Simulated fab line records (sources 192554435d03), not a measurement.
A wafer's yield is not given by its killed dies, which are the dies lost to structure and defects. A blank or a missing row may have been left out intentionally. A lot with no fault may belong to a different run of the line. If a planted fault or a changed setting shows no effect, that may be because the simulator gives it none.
The tool behind it: which one? | flow n5-finfet | 72 wafers from 24 lots sampled at 6 of the route's 1938 steps

## WHAT EACH GAUGE READ, for each wafer
N5_STI_FIN_REVEAL_INSPECT_13: inspects for defects (darkfield).
lot  | measured    | on                | raw-defect-count
L074 | day 2 14:39 | defect-inspect-01 | 8 20 8
L075 | day 2 20:27 | defect-inspect-02 | 12 4 44
L076 | day 3 00:52 | defect-inspect-02 | 13 24 18
L077 | day 3 07:26 | defect-inspect-01 | 14 21 16
L078 | day 3 14:13 | defect-inspect-02 | 20 5 13
L079 | day 3 19:19 | defect-inspect-01 | 8 4 11
L080 | day 4 01:32 | defect-inspect-02 | 11 13 10
L081 | day 4 07:01 | defect-inspect-01 | 6 9 10
L082 | day 4 14:50 | defect-inspect-01 | 13 16 8
L083 | day 4 19:43 | defect-inspect-02 | 14 12 5
L084 | day 5 02:32 | defect-inspect-02 | 25 12 29
L085 | day 5 09:55 | defect-inspect-01 | 13 11 11
L086 | day 5 18:38 | defect-inspect-02 | 7 10 14
L087 | day 5 21:10 | defect-inspect-02 | 26 15 15
L088 | day 6 00:06 | defect-inspect-02 | 10 8 6
L089 | day 6 06:30 | defect-inspect-01 | 19 10 29
L090 | day 6 12:52 | defect-inspect-01 | 9 18 7
L091 | day 6 18:54 | defect-inspect-02 | 9 9 9
L092 | day 6 23:50 | defect-inspect-02 | 4 17 5
L093 | day 7 06:04 | defect-inspect-01 | 4 8 9
L094 | day 7 13:52 | defect-inspect-02 | 15 7 8
L095 | day 7 18:22 | defect-inspect-01 | 6 5 7
L096 | day 8 01:07 | defect-inspect-01 | 22 16 15
L097 | day 8 06:56 | defect-inspect-01 | 13 5 17

N5_DUMMY_GATE_INSPECT_17: inspects for defects (brightfield).
lot  | measured    | on                | raw-defect-count
L074 | day 2 23:13 | defect-inspect-01 | 174 121 181
L075 | day 3 05:01 | defect-inspect-02 | 151 119 119
L076 | day 3 11:31 | defect-inspect-02 | 179 336 267
L077 | day 3 16:09 | defect-inspect-01 | 191 115 138
L078 | day 3 22:47 | defect-inspect-01 | 224 150 201
L079 | day 4 04:10 | defect-inspect-01 | 270 291 237
L080 | day 4 10:05 | defect-inspect-01 | 215 260 206
L081 | day 4 15:46 | defect-inspect-01 | 178 134 132
L082 | day 5 00:33 | defect-inspect-01 | 193 262 220
L083 | day 5 08:09 | defect-inspect-01 | 275 227 321
L084 | day 5 12:23 | defect-inspect-01 | 189 134 152
L085 | day 5 18:50 | defect-inspect-02 | 157 194 208
L086 | day 6 03:20 | defect-inspect-02 | 182 181 287
L087 | day 6 07:07 | defect-inspect-02 | 177 194 226
L088 | day 6 09:22 | defect-inspect-02 | 241 180 130
L089 | day 6 15:04 | defect-inspect-01 | 152 201 163
L090 | day 6 21:53 | defect-inspect-02 | 183 227 202
L091 | day 7 03:37 | defect-inspect-01 | 196 199 151
L092 | day 7 08:49 | defect-inspect-01 | 193 250 210
L093 | day 7 14:42 | defect-inspect-02 | 167 181 233
L094 | day 7 22:28 | defect-inspect-01 | 166 140 168
L095 | day 8 03:19 | defect-inspect-02 | 202 209 201
L096 | day 8 09:50 | defect-inspect-01 | 190 267 233
L097 | day 8 15:33 | defect-inspect-02 | 369 226 224

## WHICH TOOL RAN EACH LOT (tool, then ch and the chambers of the sampled wafers, then the start)
lot  | N5_PMOS_HMC_CHANNEL_EPI_HM_DEP_34 | N5_STI_FIN_REVEAL_ALD_14         | N5_STI_FIN_REVEAL_OXIDATION_31      | N5_DUMMY_GATE_ALD_02
L074 | pecvd-01 ch 0,1, day 1 17:28      | ald-sin-02 ch 0,2,3, day 2 05:16 | plasma-asher-02 ch 0,1, day 2 14:01 | ald-sin-02 ch 1,2,3, day 2 14:45
L075 | pecvd-01 ch 0,1, day 1 23:47      | ald-sin-02 ch 1,2,3, day 2 11:26 | plasma-asher-01 ch 0,1, day 2 19:49 | ald-sin-02 ch 1,2,3, day 2 20:32
L076 | pecvd-04 ch 0,1, day 2 04:58      | ald-sin-02 ch 0,1,2, day 2 15:38 | plasma-asher-02 ch 0,1, day 3 00:13 | ald-sin-01 ch 0,3, day 3 00:57
L077 | pecvd-03 ch 0,1, day 2 11:19      | ald-sin-01 ch 1,2, day 2 22:02   | plasma-asher-02 ch 0,1, day 3 06:47 | ald-sin-02 ch 1,2,3, day 3 07:31
L078 | pecvd-03 ch 0,2, day 2 17:13      | ald-sin-01 ch 0,2, day 3 05:23   | plasma-asher-01 ch 1, day 3 13:35   | ald-sin-02 ch 0,3, day 3 14:19
L079 | pecvd-04 ch 0,1, day 2 22:58      | ald-sin-02 ch 1,2, day 3 10:35   | plasma-asher-01 ch 0,1, day 3 18:41 | ald-sin-01 ch 0,1,3, day 3 19:27
L080 | pecvd-03 ch 0,2, day 3 04:50      | ald-sin-01 ch 0,1,3, day 3 16:44 | plasma-asher-02 ch 0,1, day 4 00:53 | ald-sin-04 ch 1,2,3, day 4 01:37
L081 | pecvd-01 ch 0,1,2, day 3 11:02    | ald-sin-02 ch 0,1,3, day 3 22:15 | plasma-asher-01 ch 0,1, day 4 06:23 | ald-sin-02 ch 0,1,3, day 4 07:10
L082 | pecvd-03 ch 1,2, day 3 17:55      | ald-sin-01 ch 1,2, day 4 05:51   | plasma-asher-01 ch 0,1, day 4 14:11 | ald-sin-01 ch 0,2, day 4 16:01
L083 | pecvd-04 ch 0,2, day 3 22:54      | ald-sin-02 ch 1,2,3, day 4 10:59 | plasma-asher-02 ch 0,1, day 4 19:03 | ald-sin-01 ch 0,1,3, day 4 21:50
L084 | pecvd-03 ch 0,1,2, day 4 04:53    | ald-sin-01 ch 0,1,3, day 4 17:12 | plasma-asher-01 ch 0,1, day 5 01:50 | ald-sin-02 ch 2,3, day 5 03:35
L085 | pecvd-01 ch 0,2, day 4 10:36      | ald-sin-03 ch 0,3, day 5 01:17   | plasma-asher-02 ch 0,1, day 5 09:17 | ald-sin-01 ch 1,3, day 5 10:14
L086 | pecvd-04 ch 1,2, day 4 17:26      | ald-sin-02 ch 0,1,2, day 5 09:51 | plasma-asher-02 ch 0,1, day 5 17:59 | ald-sin-02 ch 0,2,3, day 5 18:44
L087 | pecvd-03 ch 0,1,2, day 4 22:59    | ald-sin-03 ch 1,2,3, day 5 12:32 | plasma-asher-02 ch 0,1, day 5 20:31 | ald-sin-01 ch 1,3, day 5 21:15
L088 | pecvd-03 ch 0,1,2, day 5 05:21    | ald-sin-03 ch 0,1,3, day 5 15:28 | plasma-asher-02 ch 0,1, day 5 23:28 | ald-sin-01 ch 1,2, day 6 00:11
L089 | pecvd-04 ch 0,1,2, day 5 11:05    | ald-sin-03 ch 0,1,3, day 5 21:53 | plasma-asher-01 ch 0,1, day 6 05:52 | ald-sin-02 ch 1,2, day 6 06:36
L090 | pecvd-01 ch 0,1, day 5 17:01      | ald-sin-01 ch 0,1,2, day 6 04:06 | plasma-asher-02 ch 0, day 6 12:13   | ald-sin-04 ch 1,3, day 6 13:17
L091 | pecvd-01 ch 0,2, day 5 22:37      | ald-sin-03 ch 0,2,3, day 6 10:10 | plasma-asher-02 ch 0,1, day 6 18:16 | ald-sin-01 ch 0,2,3, day 6 19:00
L092 | pecvd-04 ch 0,1,2, day 6 04:35    | ald-sin-01 ch 1,2,3, day 6 15:11 | plasma-asher-01 ch 0,1, day 6 23:12 | ald-sin-02 ch 2,3, day 7 00:13
L093 | pecvd-03 ch 0,1, day 6 10:47      | ald-sin-03 ch 1,2,3, day 6 21:26 | plasma-asher-01 ch 0,1, day 7 05:26 | ald-sin-02 ch 2,3, day 7 06:11
L094 | pecvd-03 ch 1,2, day 6 16:56      | ald-sin-03 ch 2,3, day 7 04:28   | plasma-asher-02 ch 0,1, day 7 13:05 | ald-sin-02 ch 1,2,3, day 7 13:57
L095 | pecvd-04 ch 1,2, day 6 22:41      | ald-sin-03 ch 0,1,3, day 7 09:38 | plasma-asher-01 ch 0,1, day 7 17:44 | ald-sin-02 ch 1,2,3, day 7 18:48
L096 | pecvd-01 ch 0,1,2, day 7 04:45    | ald-sin-01 ch 0,1,3, day 7 16:16 | plasma-asher-01 ch 0,1, day 8 00:29 | ald-sin-01 ch 0,1,2, day 8 01:13
L097 | pecvd-01 ch 0,1,2, day 7 10:54    | ald-sin-01 ch 1,3, day 7 22:08   | plasma-asher-01 ch 0,1, day 8 06:18 | ald-sin-04 ch 1,3, day 8 07:02
- N5_PMOS_HMC_CHANNEL_EPI_HM_DEP_34: deposits SiO2 from TEOS/O2, target thk 36 nm, time 6.9 s.
- N5_STI_FIN_REVEAL_ALD_14: deposits Si3N4, target thk 3 nm.
- N5_STI_FIN_REVEAL_OXIDATION_31: chemistry O2 PLASMA REMOTE, time 20 s.
- N5_DUMMY_GATE_ALD_02: deposits SiO2, target thk 2 nm, pulse time 1 s.

## WHAT THE TOOLS THEMSELVES READ (means of the sampled wafers that have a number; where no wafer has one, the mark that the record gives instead)
N5_PMOS_HMC_CHANNEL_EPI_HM_DEP_34.
lot  | tool     | heater-power-w (W) | rf-fwd-power-W (W) | showerhead-plenum-p-Torr (Torr) | throttle-valve-pct (%)
L074 | pecvd-01 | 640                | 888                | 8.36                            | 18.9
L075 | pecvd-01 | 642                | 885                | 8.35                            | 19.1
L076 | pecvd-04 | 688                | 888                | 8.34                            | 18.4
L077 | pecvd-03 | 623                | 894                | 8.35                            | 19.5
L078 | pecvd-03 | 420                | 889                | 8.30                            | 18.8
L079 | pecvd-04 | 676                | 882                | 8.34                            | 19.1
L080 | pecvd-03 | 369                | 891                | 8.30                            | 18.8
L081 | pecvd-01 | 618                | 888                | 8.38                            | 18.6
L082 | pecvd-03 | 568                | 890                | 8.36                            | 19.1
L083 | pecvd-04 | 611                | 888                | 8.38                            | 17.3
L084 | pecvd-03 | 468                | 887                | 8.32                            | 19.1
L085 | pecvd-01 | 580                | 891                | 8.35                            | 18.5
L086 | pecvd-04 | 664                | 888                | 8.35                            | 18.9
L087 | pecvd-03 | 494                | 890                | 8.33                            | 19.1
L088 | pecvd-03 | 511                | 892                | 8.33                            | 19.1
L089 | pecvd-04 | 700                | 887                | 8.36                            | 18.3
L090 | pecvd-01 | 655                | 886                | 8.35                            | 19.1
L091 | pecvd-01 | 605                | 887                | 8.37                            | 18.4
L092 | pecvd-04 | 705                | 885                | 8.36                            | 18.3
L093 | pecvd-03 | 511                | 893                | 8.32                            | 19.6
L094 | pecvd-03 | 529                | 890                | 8.34                            | 19.2
L095 | pecvd-04 | 737                | 882                | 8.35                            | 19.0
L096 | pecvd-01 | 626                | 888                | 8.37                            | 18.7
L097 | pecvd-01 | 671                | 887                | 8.36                            | 18.7

N5_STI_FIN_REVEAL_ALD_14.
lot  | tool       | heater-power-w (W)
L074 | ald-sin-02 | 848
L075 | ald-sin-02 | 832
L076 | ald-sin-02 | 820
L077 | ald-sin-01 | 759
L078 | ald-sin-01 | 839
L079 | ald-sin-02 | 856
L080 | ald-sin-01 | 883
L081 | ald-sin-02 | 809
L082 | ald-sin-01 | 747
L083 | ald-sin-02 | 841
L084 | ald-sin-01 | 884
L085 | ald-sin-03 | 832
L086 | ald-sin-02 | 819
L087 | ald-sin-03 | 778
L088 | ald-sin-03 | 857
L089 | ald-sin-03 | 858
L090 | ald-sin-01 | 825
L091 | ald-sin-03 | 823
L092 | ald-sin-01 | 815
L093 | ald-sin-03 | 801
L094 | ald-sin-03 | 772
L095 | ald-sin-03 | 857
L096 | ald-sin-01 | 872
L097 | ald-sin-01 | 853

N5_STI_FIN_REVEAL_OXIDATION_31.
lot  | tool            | drypump-motor-current-A (A) | heater-power-w (W) | rf-fwd-power-W (W) | temp-c-max
L074 | plasma-asher-02 | 6.4                         | 153                | 1985               | 150.75
L075 | plasma-asher-01 | 5.7                         | 143                | 1981               | 150.84
L076 | plasma-asher-02 | 6.1                         | 155                | 1981               | 151.11
L077 | plasma-asher-02 | 6.4                         | 150                | 1989               | 150.77
L078 | plasma-asher-01 | 4.9                         | 145                | 1985               | 150.88
L079 | plasma-asher-01 | 5.3                         | 144                | 1991               | 150.55
L080 | plasma-asher-02 | 6.4                         | 150                | 1992               | 150.82
L081 | plasma-asher-01 | 5.7                         | 147                | 1971               | 150.76
L082 | plasma-asher-01 | 5.7                         | 145                | 1988               | 150.78
L083 | plasma-asher-02 | 6.4                         | 154                | 1992               | 150.72
L084 | plasma-asher-01 | 5.7                         | 144                | 1981               | 150.49
L085 | plasma-asher-02 | 6.0                         | 156                | 1987               | 150.97
L086 | plasma-asher-02 | 6.4                         | 152                | 1981               | 150.73
L087 | plasma-asher-02 | 6.4                         | 152                | 1984               | 150.67
L088 | plasma-asher-02 | 6.1                         | 160                | 1986               | 151.00
L089 | plasma-asher-01 | 5.7                         | 145                | 1988               | 150.85
L090 | plasma-asher-02 | 6.8                         | 142                | 1995               | 150.58
L091 | plasma-asher-02 | 6.4                         | 151                | 1985               | 150.76
L092 | plasma-asher-01 | 5.7                         | 144                | 1986               | 150.87
L093 | plasma-asher-01 | 5.3                         | 142                | 1988               | 150.70
L094 | plasma-asher-02 | 6.1                         | 155                | 1983               | 151.11
L095 | plasma-asher-01 | 5.7                         | 143                | 1981               | 150.68
L096 | plasma-asher-01 | 5.3                         | 146                | 1985               | 150.78
L097 | plasma-asher-01 | 5.7                         | 145                | 1984               | 150.65

N5_DUMMY_GATE_ALD_02.
lot  | tool       | heater-power-w (W) | precursor-pulse-height-rel
L074 | ald-sin-02 | 474                | 0.993
L075 | ald-sin-02 | 475                | 1.005
L076 | ald-sin-01 | 505                | 0.982
L077 | ald-sin-02 | 473                | 1.006
L078 | ald-sin-02 | 482                | 0.986
L079 | ald-sin-01 | 495                | 1.011
L080 | ald-sin-04 | 475                | 1.012
L081 | ald-sin-02 | 452                | 1.008
L082 | ald-sin-01 | 472                | 1.014
L083 | ald-sin-01 | 496                | 1.003
L084 | ald-sin-02 | 493                | 1.012
L085 | ald-sin-01 | 505                | 0.982
L086 | ald-sin-02 | 478                | 0.994
L087 | ald-sin-01 | 475                | 1.013
L088 | ald-sin-01 | 422                | 1.000
L089 | ald-sin-02 | 473                | 1.016
L090 | ald-sin-04 | 461                | 0.989
L091 | ald-sin-01 | 482                | 0.996
L092 | ald-sin-02 | 492                | 0.985
L093 | ald-sin-02 | 494                | 1.004
L094 | ald-sin-02 | 477                | 0.997
L095 | ald-sin-02 | 468                | 0.995
L096 | ald-sin-01 | 455                | 1.010
L097 | ald-sin-04 | 457                | 1.006

## THE ANSWER, worked out from the rows above alone
Rule: what is usual is taken from the lots themselves. Put in order of their means at a reading, lots are off if they are a third of the lots or fewer, leave a main group of 4 or more, and stand apart from it by a gap of 3 or more times the standard deviation of the main group's means; of several such gaps the widest counts. If all means in a main group match to the digits the tables above print for the reading, that group is not used. Also off: a lot with no number at a reading for which 4 or more lots have one. All remaining lots with rows at the step are treated as sound. First the gauges in route order, then the tools' own readings, where a lot's mean is used as printed above. The first step at which some lot is off is used, and at that step the reading that is off furthest; a lot without a number counts as furthest.
No lot is off on any of the readings shown, so nothing can be concluded from this.

## WHAT THE SIMULATOR HAD INSERTED
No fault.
